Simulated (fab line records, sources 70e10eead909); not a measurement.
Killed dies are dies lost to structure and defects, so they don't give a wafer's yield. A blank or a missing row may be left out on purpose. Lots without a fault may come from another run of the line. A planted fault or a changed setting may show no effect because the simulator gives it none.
fab line records | flow nand_harc
record lots=6 wafers=18 last_day=33
route steps=1302 shown A_WL_FILL@956
lots that met no fault: from a run of the same line without faults
start_h: hours from the record's first day to the start of the lot's first wafer shown | wait_h: hours since the lot's step before | " the same as in the row above | L1.1+2: a row that stands for several wafers | - no value, or no start given | * or withheld: withheld | < > ~ a bound
route shown NAME@n: a module of which the file shows steps, and the number in the route of the first | usual: mean/standard deviation of fault-free wafers | same: alike in all rows | chamber/n: place in a boat | sites: the reading at each site | _std_site: their standard deviation | _edge_site: outer sites' mean less inner sites' | radius_mm: how far each site lies from the wafer's centre | mask NAME#n: copy n | behind: the tool/chamber that last shaped the wafer | hold: why the lot was held/for how many hours/how that ended | device: the transistor (n, p or np) that didn't switch | end of line: the same wafers' tests at the end of the route | a step without rows: its recipe alone | killed: dies lost to structure and defects at the first sort, not the wafer's yield | map: a wafer's dies, x killed, . not, _ none there
set.NAME: the setting as run; set.NAME@STEP: as run at that earlier step | model.NAME: the simulator's own value behind a step, which no gauge read
lots at some steps of the route; a table a step, a row a wafer
services: from which hour (start_h, from the record's first day; less than 0 if before it) a tool's chamber was out of use, for how many hours, and why
## steps
# step NHARC_A_WL_FILL_CVD_03
# recipe target_thk_a=400 temp_c=300 pressure_torr=40 wf6_flow_sccm=40 h2_flow_sccm=1600 ar_flow_sccm=1560 time_s=279 material=W
# usual heater_power_outer_w=282/33 heater_power_w=485/66 throttle_valve_pct=7.94/0.26
# columns lot.wafer tool chamber start_h wait_h heater_power_outer_w heater_power_w throttle_valve_pct
L529.4 cvd_w-01 1 446.81 0.2 345 558 7.94
L529.5 " 0 " " 247 391 7.84
L529.6 " 1 " " 344 559 7.85
L539.1 cvd_w-02 0 540.78 0.3 298 532 8.01
L539.3 " 0 " " 294 555 8.11
L539.5 " 1 " " 269 479 8.59
L540.3 cvd_w-01 1 545.71 0.2 333 549 7.91
L540.4 " 0 " " 236 386 7.68
L540.5 " 0 " " 238 392 7.62
L542.1 cvd_w-01 1 579.45 0.1 323 561 7.98
L542.2 " 0 " " 241 383 7.99
L542.6 " 1 " " 337 547 7.67
L545.2 cvd_w-01 1 601.26 0.1 325 554 7.88
L545.4 " 0 " " 239 394 7.86
L545.3 " 1 " " 330 543 7.66
L546.3 cvd_w-01 0 615.87 0.3 243 388 7.92
L546.4 " 0 " " 242 393 7.75
L546.6 " 0 " " 234 383 7.90
# step NHARC_A_WL_FILL_ETCHBACK_04
# recipe target_depth_a=600 time_s=120 chemistry=NF3
# usual chamber_pressure_mTorr=300.03/0.26 drypump_motor_current_A=5.63/0.28 oes_product_au=1.001/0.0074
# columns lot.wafer tool chamber start_h wait_h chamber_pressure_mTorr drypump_motor_current_A oes_product_au rf_hours_counter_h
L529.4 rie_metal-01 0 447.13 0.3 299.69 5.17 1.010 -
L529.5 " 1 " " 300.20 5.73 1.008 -
L529.6 " 0 " " 300.52 5.19 1.013 -
L539.1 rie_metal-01 0 541.13 0.3 299.87 5.18 1.002 2.9
L539.3 " 1 " " 300.20 5.71 0.992 -
L539.5 " 0 " " 300.27 5.17 1.002 -
L540.4 rie_metal-01 1 546.05 0.2 299.65 5.68 0.991 -
L540.3 " 0 " " 300.19 5.16 0.983 -
L540.5 " 0 " " 299.86 5.17 0.998 -
L542.2 rie_metal-01 1 579.82 0.3 300.17 5.69 1.000 0.0
L542.1 " 0 " " 299.92 5.18 0.997 0.1
L542.6 " 0 " " 300.12 5.19 0.993 -
L545.2 rie_metal-01 1 601.58 0.3 299.60 5.69 0.999 0.3
L545.3 " 1 " " 300.26 5.69 1.001 -
L545.4 " 0 " " 299.98 5.17 1.004 -
L546.4 rie_metal-02 1 616.40 0.3 299.82 5.63 1.012 -
L546.3 " 0 " " 299.90 5.60 1.002 -
L546.6 " 0 " " 299.81 5.60 1.016 -
# step NHARC_A_WL_FILL_ETCHBACK_05
# recipe target_depth_a=220 time_s=60 temp_c=40 chemistry=Cl2/BCl3
# step NHARC_A_WL_FILL_STRIP_27
# recipe power_w=1500 temp_c=250 time_s=20 chemistry=N2/H2
# usual drypump_motor_current_A=5.9/0.37 heater_power_w=304/14
# columns lot.wafer tool chamber start_h wait_h drypump_motor_current_A heater_power_w rf_hours_counter_h
L529.4 plasma_asher-01 0 447.45 0.1 5.4 283 -
L529.6 " 0 " " 5.4 280 -
L529.5 " 1 " " 6.1 323 -
L539.1 plasma_asher-01 1 541.50 0.1 6.1 317 8
L539.3 " 1 " " 6.1 309 -
L539.5 " 0 " " 5.4 283 -
L540.4 plasma_asher-01 1 546.62 0.4 6.1 325 -
L540.3 " 0 " " 5.4 294 -
L540.5 " 0 " " 5.4 294 -
L542.1 plasma_asher-01 1 580.20 0.1 6.0 312 17
L542.2 " 0 " " 5.4 297 17
L542.6 " 1 " " 6.1 314 -
L545.2 plasma_asher-01 1 601.96 0.1 6.1 315 22
L545.3 " 1 " " 6.1 320 -
L545.4 " 0 " " 5.4 284 -
L546.3 plasma_asher-01 0 616.76 0.1 5.4 286 -
L546.4 " 1 " " 6.1 316 -
L546.6 " 0 " " 5.4 287 -
# step NHARC_A_WL_FILL_STRIP_28
# recipe time_s=1200 temp_c=72.5 chemistry=post_etch_residue_remover
# step NHARC_A_WL_FILL_PRECLEAN_06
# recipe time_s=300 chemistry=DIW
# step NHARC_A_WL_FILL_SRD_07
# step NHARC_A_WL_FILL_ANNEAL_08
# recipe temp_c=450 time_s=1800
# step NHARC_A_WL_FILL_ALD_10
# recipe target_thk_a=500 pulse_time_s=10 ald_cycles=500 temp_c=300 material=SiO2
# step NHARC_A_WL_FILL_ETCHBACK_16
# recipe target_depth_a=1200 time_s=24 c4f8_flow_sccm=withheld o2_flow_sccm=8 ar_flow_sccm=withheld rf_w=600 bias_w=800 chemistry=C4F8/O2/Ar
# usual bias_w=799.8/2.1 chamber_pressure_mTorr=25.000/0.023 oes_product_au=0.982/0.028 rf_vpp_V=724/3.5
# columns lot.wafer tool chamber start_h wait_h bias_w chamber_pressure_mTorr oes_product_au rf_hours_counter_h rf_vpp_V
L529.4 rie_diel-11 3 - - 799.9 24.996 0.990 2.2 731
L529.5 " 3 " " 799.8 25.036 0.999 - 730
L529.6 " 0 " " 798.8 25.008 0.999 - 726
L539.3 rie_diel-11 3 - - 799.7 25.009 0.995 7.6 729
L539.1 " 2 " " 799.3 25.003 0.992 7.8 725
L539.5 " 0 " " 802.5 24.988 0.997 - 724
L540.3 rie_diel-02 3 - - 798.4 25.024 0.989 0 724
L540.4 " 0 " " 799.3 25.022 1.007 0 722
L540.5 " 3 " " 801.0 24.996 1.006 - 724
L542.1 rie_diel-02 3 - - 799.1 25.011 0.967 0.6 725
L542.2 " 0 " " 803.2 24.984 0.974 0.8 724
L542.6 " 2 " " 801.6 25.010 0.968 - 719
L545.4 rie_diel-01 0 - - 799.6 24.963 1.011 2.8 729
L545.3 " 1 " " 802.0 25.010 1.000 2.7 718
L545.2 " 2 " " 799.0 24.994 1.003 2.6 725
L546.4 rie_diel-11 1 - - 800.1 24.962 0.989 2.1 723
L546.3 " 3 " " 798.8 25.011 1.008 2.1 730
L546.6 " 0 " " 802.9 24.985 0.996 - 724
# step NHARC_A_WL_FILL_STRIP_29
# recipe time_s=20 o2_flow_sccm=500 ar_flow_sccm=0 bias_w=0 chemistry=O2
# usual drypump_motor_current_A=5.9/0.47 oes_product_au=1.000/0.0073 rf_vpp_V=57.8/0.91 showerhead_plenum_p_Torr=3.55/0.12 throttle_valve_pct=17.036/0.01
# columns lot.wafer tool chamber start_h wait_h drypump_motor_current_A oes_product_au rf_hours_counter_h rf_vpp_V showerhead_plenum_p_Torr throttle_valve_pct
L529.4 rie_diel-11 3 457.39 0.1 5.3 0.997 2.2 58.8 3.76 17.050
L529.6 " 1 " " 6.0 0.999 - 58.7 3.51 17.031
L529.5 " 2 " " 5.8 1.002 - 59.2 3.61 17.051
L539.3 rie_diel-11 3 552.61 0.1 5.3 0.994 7.6 57.4 3.76 17.046
L539.1 " 1 " " 6.0 1.002 7.8 59.4 3.51 17.044
L539.5 " 0 " " 5.8 0.983 - 58.1 3.59 17.030
L540.4 rie_diel-02 2 558.09 0.1 5.4 1.002 0.0 57.8 3.37 17.032
L540.3 " 0 " " 6.8 0.987 0.0 58.5 3.50 17.029
L540.5 " 2 " " 5.4 0.984 - 57.6 3.37 17.038
L542.1 rie_diel-02 2 590.37 0.1 5.4 1.005 0.6 57.3 3.37 17.052
L542.2 " 0 " " 6.8 1.017 0.8 58.3 3.50 17.015
L542.6 " 3 " " 6.2 0.992 - 57.3 3.57 17.042
L545.2 rie_diel-01 0 611.98 0.1 6.1 1.011 2.8 58.2 3.70 17.044
L545.4 " 1 " " 5.1 1.006 2.7 56.9 3.37 17.046
L545.3 " 2 " " 5.6 1.010 2.6 57.7 3.53 17.045
L546.4 rie_diel-11 3 630.00 0.1 5.3 0.990 2.1 58.3 3.76 17.035
L546.3 " 2 " " 5.8 0.990 0.6 57.7 3.60 17.044
L546.6 " 3 " " 5.3 1.001 - 59.3 3.76 17.031
# step NHARC_A_WL_FILL_ETCHBACK_17
# recipe target_depth_a=40 time_s=26.7 chemistry=Cl2/BCl3
# usual chamber_pressure_mTorr=10.000/0.0088 drypump_motor_current_A=5.72/0.3 oes_product_au=1.002/0.0081
# columns lot.wafer tool chamber start_h wait_h chamber_pressure_mTorr drypump_motor_current_A oes_product_au rf_hours_counter_h
L529.4 rie_metal-03 0 457.53 - 9.995 6.10 0.996 -
L529.5 " 1 " " 10.023 5.82 0.997 -
L529.6 " 0 " " 9.992 6.11 0.990 -
L539.1 rie_metal-03 0 552.72 - - - - -
L539.3 " 0 " " - - - -
L539.5 " 0 " " - - - -
L540.4 rie_metal-03 0 558.21 - - - - -
L540.3 " 1 " " - - - -
L540.5 " 0 " " - - - -
L542.1 rie_metal-01 0 590.45 - 10.011 5.17 1.006 0.4
L542.2 " 1 " " 10.003 5.70 1.006 0.2
L542.6 " 1 " " 9.997 5.72 1.001 -
L545.2 rie_metal-03 0 612.06 - 9.994 6.10 1.005 1.6
L545.4 " 0 " " 10.004 6.08 1.007 -
L545.3 " 1 " " 9.995 5.85 1.013 -
L546.3 rie_metal-02 0 630.13 - 10.004 5.60 0.993 -
L546.4 " 1 " " 10.000 5.65 1.015 -
L546.6 " 0 " " 10.005 5.63 1.003 -
# step NHARC_A_WL_FILL_PRECLEAN_18
# recipe time_s=30 chemistry=dHF
## services
# columns tool chamber start_h hours kind
rie_metal-02 - 430.00 9.0 pm
cvd_w-01 - 437.43 2.2 repair
cvd_w-01 - 443.92 1.1 repair
rie_metal-03 - 454.57 1.8 repair
rie_metal-01 1 455.71 4.8 repair
plasma_asher-01 - 488.74 5.2 repair
rie_diel-11 1 494.12 7.3 repair
rie_metal-03 - 495.07 9.0 pm
plasma_asher-01 - 495.75 9.0 pm
rie_diel-02 1 496.66 2.4 repair
rie_diel-02 - 497.31 0.4 repair
rie_diel-02 2 501.78 12.5 repair
cvd_w-01 - 523.54 13.0 pm
rie_diel-01 - 533.87 9.0 pm
rie_diel-01 3 545.36 9.9 repair
rie_diel-02 - 546.70 9.0 pm
rie_metal-01 - 551.00 9.0 pm
rie_diel-11 - 585.50 9.0 pm
rie_diel-02 1 592.77 2.6 repair
rie_diel-02 - 600.23 2.8 repair
rie_diel-11 2 600.99 13.4 repair
rie_diel-11 3 608.11 3.4 repair
cvd_w-01 1 609.48 10.9 repair
rie_metal-01 1 627.58 4.1 repair
## key
first_sign step=NHARC_A_WL_FILL_ETCHBACK_17 reading=tool_record direction=missing
effect none on later readings
met_at NHARC_A_WL_FILL_ETCHBACK_17
struck_wafers L539.1,L539.3,L539.5,L540.3,L540.4,L540.5
later_rows_left_out L539.1,L539.3,L539.5,L540.3,L540.4,L540.5
sort_left_out L539.1,L539.3,L539.5,L540.3,L540.4,L540.5
tester_left_out L539,L540
onset_between 457.53 552.72
fault kind=skipped_step_whole tool=rie_metal-03 chamber=- onset_h=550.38 steps=NHARC_A_WL_FILL_ETCHBACK_17 scope=struck_lots_only
# tester_left_out: of these lots the tester's yield and bins aren't shown, on N5 and GAA mostly nor the transistor test; their killed dies are dies lost to structure and defects alone, not to doping, threshold or leakage, so they don't give the yield
# sort_left_out: the simulated sort isn't trusted on such a fault, so these wafers' sort isn't shown, and their yield isn't known
# later_rows_left_out: the simulator's readings of these wafers behind a module that went badly wrong aren't trusted and aren't shown, but for the sort
